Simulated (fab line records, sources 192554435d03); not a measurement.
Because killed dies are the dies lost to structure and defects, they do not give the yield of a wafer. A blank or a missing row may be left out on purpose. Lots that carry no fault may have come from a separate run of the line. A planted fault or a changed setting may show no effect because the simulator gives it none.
3 desks, one fault ; flow n5 finfet ; only its own numbers are on each desk; what lay behind them is given at the end

THE DEFECT DESK
For each lot, the counts of the inspections along the route, averaged over the sampled wafers that have a number. The brackets show how far a lot's mean lies from the usual mean; more than 4 standard deviations puts the lot out of limits, marked OUT.
Columns: A = raw defect count at N5_BEOL_M6_INSPECT_13, usual 430
lot;first seen here;A
L952;day 8 13:23;418
L951;day 9 05:33;347
L958;day 10 13:16;487
L956;day 10 21:55;463
L970;day 13 12:05;430
L972;day 14 10:52;361
This desk found nothing out of limits on any of the 6 lots.

METROLOGY DESK
Means of the sampled wafers that have a number, per lot and without regard to the tool the lot ran on: this is what the gauges read. The brackets show how far a lot's mean lies from the usual mean; more than 4 standard deviations puts the lot out of limits, marked OUT.
Columns: A = cd nm at N5_BEOL_M6_CD_MEAS_11, usual 38.7 nm; B = M6_OVL at N5_BEOL_M6_OVL_MEAS_12, usual 0.7 nm
lot;first seen here;A;B
L952;day 8 13:20;39.2;0.6
L951;day 9 05:29;38.8;0.5
L958;day 10 13:13;38.5;0.6
L956;day 10 21:52;39.0;0.6
L970;day 13 12:02;38.7;1.1
L972;day 14 10:49;38.6;1.0
This desk found nothing out of limits on any of the 6 lots.

DESK OF THE TOOL OWNER: rie diel-05
The tool's own readings at N5_BEOL_M6_ETCH_62 (etches SOC in N2/H2, target depth 110 nm, overetch 22 nm, time 165 s): means of the sampled wafers that have a number, for each lot that ran on this tool. The brackets show how far a lot's mean lies from the usual mean; more than 4 standard deviations puts the lot out of limits, marked OUT.
Columns: A = bias w at N5_BEOL_M6_ETCH_62, usual 150.1 W; B = drypump motor current A at N5_BEOL_M6_ETCH_62, usual 5.6 A; C = oes product au at N5_BEOL_M6_ETCH_62, usual 0.67 a.u.; D = rf vpp V at N5_BEOL_M6_ETCH_62, usual 524.4 V; E = showerhead plenum p Torr at N5_BEOL_M6_ETCH_62, usual 2.56 Torr; F = throttle valve pct at N5_BEOL_M6_ETCH_62, usual 17.70 %
lot;first seen here;A;B;C;D;E;F
L952;day 8 13:52;150.1;5.7;0.64;525.2;2.57;17.64
L951;day 9 05:40;150.0;5.7;0.64;525.6;2.61;17.59
L958;day 10 13:23;150.1;5.6;0.70;524.5;2.56;17.73
L970;day 13 12:35;138.8 (-28) OUT;5.6;0.67;498.5 (-10) OUT;2.59;17.71
L972;day 14 11:21;139.2 (-27) OUT;5.6;0.66;498.3 (-10) OUT;2.59;17.73
This desk's verdict: out of limits on L970, L972, starting with L970 at day 13 12:35 (bias w at N5_BEOL_M6_ETCH_62). Within limits: L952, L951, L958.

PUT TOGETHER
On L970, L972, at day 13 12:35, an alarm was possible from the tool owner's desk.
The defect desk saw nothing out of limits.
The metrology desk saw nothing out of limits.
The defect desk has L970, L972 on record, within its limits.
The metrology desk holds a record of L970, L972, inside its limits.
All the named lots went through N5_BEOL_M6_ETCH_62 on rie diel-05.

WHAT WAS PUT IN BY THE SIMULATOR
rie diel-05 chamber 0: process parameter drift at N5_BEOL_M6_ETCH_62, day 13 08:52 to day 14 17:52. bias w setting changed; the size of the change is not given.
Struck lots among those shown: L970, L972.
Delay in hours, fault start to first out-of-limits reading, by desk: the tool owner's desk at 4.
